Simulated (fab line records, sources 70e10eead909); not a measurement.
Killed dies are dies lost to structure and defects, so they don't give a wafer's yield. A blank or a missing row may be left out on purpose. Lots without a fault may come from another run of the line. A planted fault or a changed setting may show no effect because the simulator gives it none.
A struck lot beside a sound one | flow nand_harc | 34 steps out of a route of 1302
Sound: wafers L133.1, L133.4, L133.6. Struck: wafers L143.3, L143.5, L143.6. The cause comes at the end.
At each step with rows: each side's tool, then ch and its chambers, then its first start. Under that, the readings that differ: sound wafers | struck wafers | difference of the means | sigmas: that difference in standard deviations of wafers without a fault.
alike: readings whose means differ by less than 2 such deviations, and words and numbers that are the same on both sides. not compared: withheld readings, readings that some wafer has no value for, bounds like >300 that may hide the same value, and numbers for which the record gives no deviation and whose values overlap.
The two part at a step that has a row with sigmas, a row that says differs or no value, or rows on one side only. Numbers that don't overlap but have no deviation are shown without sigmas and don't part them. A reading that every wafer of one side lacks parts them only if that side has two wafers or more.

NHARC_P_START_INSPECT_01:
  sound on defect_inspect-01, day 1 20:02; struck on defect_inspect-01, day 6 00:02
  alike: raw_defect_count
then, 2 steps without rows for these wafers: NHARC_P_ZERO_WELL_PRECLEAN_00 (cleans in SPM, time 600 s); NHARC_P_ZERO_WELL_SRD_01.
NHARC_P_ZERO_WELL_PECVD_02: deposits SiO2, target thk 10 nm.
  sound on pecvd-03 ch 0,1, day 1 20:29; struck on pecvd-02 ch 0,1, day 6 00:29
  alike: chamber_pressure_Torr
then, 9 steps without rows for these wafers: NHARC_P_ZERO_WELL_DEHYDRATE_03 (time 120 s); NHARC_P_ZERO_WELL_HMDS_04 (time 30 s); NHARC_P_ZERO_WELL_COAT_64 (time 65 s); NHARC_P_ZERO_WELL_COAT_05 (resist thk 600 nm); NHARC_P_ZERO_WELL_SOFTBAKE_06 (time 70 s); NHARC_P_ZERO_WELL_EBR_07; NHARC_P_ZERO_WELL_EXPOSE_08 (exposes mask P ZERO, target cd 500 nm); NHARC_P_ZERO_WELL_PEB_09 (peb time 80 s); NHARC_P_ZERO_WELL_DEVELOP_10 (time 50 s).
NHARC_P_ZERO_WELL_CD_MEAS_11: target cd 500 nm.
  sound on cd_sem-01 ch 0, day 1 21:14; struck on cd_sem-01 ch 0, day 6 01:15
  alike: cd_nm
then, 1 step without rows for these wafers: NHARC_P_ZERO_WELL_HARDBAKE_12 (time 65 s).
NHARC_P_ZERO_WELL_DESCUM_13: chemistry O2, time 3 s.
  sound on rie_diel-04 ch 0,1,2, day 1 21:25; struck on rie_diel-04 ch 1,2, day 6 01:25
  alike: drypump_motor_current_A, oes_product_au, rf_vpp_V, showerhead_plenum_p_Torr, throttle_valve_pct
  not compared: rf_hours_counter_h
NHARC_P_ZERO_WELL_ETCH_65: etches the open film in N2/H2, target depth 80 nm, overetch 24 nm, time 87.88 s.
  sound on rie_diel-04 ch 0,2, day 1 21:29; struck on rie_diel-04 ch 0,1,2, day 6 01:32
  alike: drypump_motor_current_A, oes_product_au, rf_vpp_V, showerhead_plenum_p_Torr, throttle_valve_pct
  not compared: rf_hours_counter_h
NHARC_P_ZERO_WELL_ETCH_62: etches the open film in CHF3/Ar, target depth 13 nm, time 6.5 s.
  sound on rie_diel-04 ch 2,3; struck on rie_diel-04 ch 1,2,3
  alike: drypump_motor_current_A, oes_product_au, rf_vpp_V, showerhead_plenum_p_Torr, throttle_valve_pct
  not compared: rf_hours_counter_h
NHARC_P_ZERO_WELL_ETCH_63: etches the open film in HBr/Cl2, target depth 120 nm, time 40.1 s.
  sound on rie_si-03 ch 0,3, day 1 21:40; struck on rie_si-03 ch 1,2, day 6 01:42
  alike: drypump_motor_current_A, oes_product_au, throttle_valve_pct
  not compared: rf_hours_counter_h
then, 9 steps without rows for these wafers: NHARC_P_ZERO_WELL_STRIP_15 (strips in SPM, time 900 s); NHARC_P_ZERO_WELL_DEHYDRATE_16 (time 120 s); NHARC_P_ZERO_WELL_HMDS_17 (time 30 s); NHARC_P_ZERO_WELL_COAT_18; NHARC_P_ZERO_WELL_SOFTBAKE_19 (time 95 s); NHARC_P_ZERO_WELL_EBR_20; NHARC_P_ZERO_WELL_EXPOSE_21 (exposes mask P NWELL, target cd 720 nm); NHARC_P_ZERO_WELL_PEB_22 (peb time 85 s); NHARC_P_ZERO_WELL_DEVELOP_23 (time 70 s).
NHARC_P_ZERO_WELL_CD_MEAS_24: target cd 720 nm.
  sound on cd_sem-01 ch 0, day 1 22:28; struck on cd_sem-03 ch 0, day 6 02:38
  alike: cd_nm
then, 1 step without rows for these wafers: NHARC_P_ZERO_WELL_HARDBAKE_25 (time 80 s).
NHARC_P_ZERO_WELL_DESCUM_26: chemistry O2, time 3 s.
  sound on rie_diel-04 ch 0,1,2, day 1 22:38; struck on rie_diel-11 ch 0,1,2, day 6 02:49
  alike: drypump_motor_current_A, oes_product_au, rf_vpp_V, showerhead_plenum_p_Torr, throttle_valve_pct
  not compared: rf_hours_counter_h
then, 2 steps without rows for these wafers: NHARC_P_ZERO_WELL_IMPLANT_27; NHARC_P_ZERO_WELL_IMPLANT_57.
NHARC_P_ZERO_WELL_INSPECT_43:
  sound on defect_inspect-01, day 2 03:34; struck on defect_inspect-02, day 6 07:46
  reading          | sound    | struck      | difference | sigmas
  raw_defect_count | 11 31 12 | 330 309 296 | +294       | +53
  not compared: hold

WHERE THEY PART
Only at NHARC_P_ZERO_WELL_INSPECT_43, within this record.

WHY: what the simulator had put in
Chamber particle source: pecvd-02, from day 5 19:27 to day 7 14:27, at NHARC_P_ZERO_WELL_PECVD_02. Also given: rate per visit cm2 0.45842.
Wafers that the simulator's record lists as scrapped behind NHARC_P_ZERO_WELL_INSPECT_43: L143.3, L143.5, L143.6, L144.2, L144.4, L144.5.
